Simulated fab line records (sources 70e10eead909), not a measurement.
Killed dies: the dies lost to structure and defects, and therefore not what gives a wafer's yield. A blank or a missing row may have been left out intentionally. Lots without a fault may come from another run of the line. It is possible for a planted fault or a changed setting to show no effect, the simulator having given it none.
Comparing a struck lot with a sound one | flow nand-harc | 15 out of 1302 route steps
Sound: these wafers, L140.3, L140.4, L140.5. Struck: wafer L151.3 (L151.4, L151.5, from the same lot, were not struck and are left out); the cause is given at the end.
For every step that has rows: the tool of each side, followed by ch and its chambers, followed by its first start. Under that, the readings that differ: sound wafers | struck wafers | difference of the means | sigmas: that difference in standard deviations of wafers without a fault.
alike: words and numbers the same on both sides, and readings whose means are apart by under 2 such deviations; not compared: readings that were withheld, readings missing a value for some wafer, numbers with overlapping values and no deviation given by the record, and bounds like >300 which may hide the same value.
A row with sigmas, a row that says differs or no value, or rows on one side alone: a step with any of these is where the two part. Numbers that don't overlap but have no deviation are shown without sigmas and don't part them. Lack of a reading on every wafer of one side parts them only where that side has two or more wafers.

NHARC_A_DECK1_JOINT_INSPECT_05:
  struck on defect-inspect-02, day 20 17:00; sound on defect-inspect-02, day 16 02:12
  alike: raw-defect-count
next comes 1 step that has no rows for these wafers: NHARC_A_ONON_D2_DEP_00 (target thickness 1000 nm).
NHARC_A_ONON_D2_THK_MEAS_02: measures by ellipsometry.
  struck on film-metro-01, day 20 17:35; sound on film-metro-01, day 16 02:46
  reading     | sound          | struck | difference | sigmas
  thk-nm (nm) | 1012 1012 1010 | 988    | -23        | -2
next comes 1 step that has no rows for these wafers: NHARC_A_ONON_D2_DEP_03 (target thickness 1000 nm).
NHARC_A_ONON_D2_THK_MEAS_05: measures by ellipsometry.
  struck on film-metro-01, day 20 18:09; sound on film-metro-02, day 16 03:20
  alike: thk-nm
next comes 1 step that has no rows for these wafers: NHARC_A_ONON_D2_DEP_06 (target thickness 1000 nm).
NHARC_A_ONON_D2_THK_MEAS_08: measures by ellipsometry.
  struck on film-metro-01, day 20 18:43; sound on film-metro-02, day 16 03:55
  alike: thk-nm
next comes 1 step that has no rows for these wafers: NHARC_A_ONON_D2_DEP_09 (target thickness 1000 nm).
NHARC_A_ONON_D2_THK_MEAS_11: measures by ellipsometry.
  struck on film-metro-02, day 20 19:17; sound on film-metro-02, day 16 04:28
  reading     | sound       | struck | difference | sigmas
  thk-nm (nm) | 991 991 989 | 1009   | +19        | +2
next comes 1 step that has no rows for these wafers: NHARC_A_ONON_D2_DEP_12 (target thickness 1000 nm).
NHARC_A_ONON_D2_THK_MEAS_14: measures by ellipsometry.
  struck on film-metro-02, day 20 19:51; sound on film-metro-01, day 16 05:02
  alike: thk-nm
then, 1 step without rows for these wafers: NHARC_A_ONON_D2_ANNEAL_15 (time 3600 s).
NHARC_A_ONON_D2_DEP_16: target thk 1000 nm.
  sound on pecvd-onon-04 ch 0, day 16 12:22; struck on pecvd-onon-04 ch 0, day 21 03:11
NHARC_A_ONON_D2_THK_MEAS_18: measures by ellipsometry.
  struck on film-metro-02, day 21 03:34; sound on film-metro-01, day 16 12:46
  reading     | sound          | struck | difference | sigmas
  thk-nm (nm) | 1001 1001 1003 | 461    | -541       | -77
next comes 1 step that has no rows for these wafers: NHARC_A_ONON_D2_DEP_19 (target thickness 1000 nm).

== WHERE THEY PART ==
Earliest at NHARC_A_ONON_D2_THK_MEAS_02; latest, in this record, at NHARC_A_ONON_D2_THK_MEAS_18.

WHY: whatever the simulator had introduced
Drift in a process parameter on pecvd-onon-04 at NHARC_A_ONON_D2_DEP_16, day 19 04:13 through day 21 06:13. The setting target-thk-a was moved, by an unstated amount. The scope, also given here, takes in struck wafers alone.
